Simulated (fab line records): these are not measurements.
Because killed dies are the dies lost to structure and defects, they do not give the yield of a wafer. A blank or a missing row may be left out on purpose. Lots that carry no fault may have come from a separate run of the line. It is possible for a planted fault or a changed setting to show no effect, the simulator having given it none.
Chamber matching ; flow n5-finfet ; cvd-co-01 running N5_BEOL_M5_CO_CAP_78: 3 sister chambers
The step material Co, precursor CCTBA/H2, target thk 2 nm, time 102.1 s. 6 wafers are shown with their chamber, then 12 later ones without.

== WAFERS WITH THEIR CHAMBER ==
wafer;chamber;heater-power-w (W);susceptor-temp-C (C)
L087.4;2;227;199.59
L090.4;2;222;199.76
L091.1;0;219;200.14
L092.2;1;241;199.96
L092.4;0;231;200.03
L092.6;1;237;199.99

== WAFERS WITH NO CHAMBER GIVEN ==
wafer;heater-power-w (W);susceptor-temp-C (C)
L096.2;224;200.09
L096.3;240;200.01
L096.4;236;199.95
L095.1;237;200.03
L095.3;223;200.13
L095.4;225;200.10
L094.1;227;199.96
L094.4;228;200.00
L094.6;229;199.99
L097.1;223;199.73
L097.2;242;199.73
L097.6;219;199.84

== CHAMBER TAKEN BY EACH ==
wafer;from the rows above;in truth
L096.2;0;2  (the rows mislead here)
L096.3;1;1
L096.4;can't be placed: 1 or 0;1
L095.1;can't be placed: 1 or 0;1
L095.3;0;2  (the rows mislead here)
L095.4;0;0
L094.1;can't be placed: 0 or 1 or 2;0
L094.4;can't be placed: 0 or 1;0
L094.6;can't be placed: 0 or 1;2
L097.1;2;2
L097.2;can't be placed: 1 or 2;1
L097.6;can't be placed: 2 or 0 or 1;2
Correct placement for 3 of the 12. Not placeable from these rows: 7 (in 6, the candidates include the true chamber). Number placed wrongly: 2.
How it was worked out, from the rows above alone: a wafer's distance from a chamber is the root of the sum, over the readings, of the square of ((its reading less the chamber's mean) divided by the reading's scatter). The wafer belongs to the nearest chamber; if the next one is less than 2 further off, it can't be placed. A chamber's mean is the mean of its shown wafers. The scatter: the root of (the sum of the squares of (reading less its chamber's mean) over the shown wafers, divided by (wafers less chambers)).
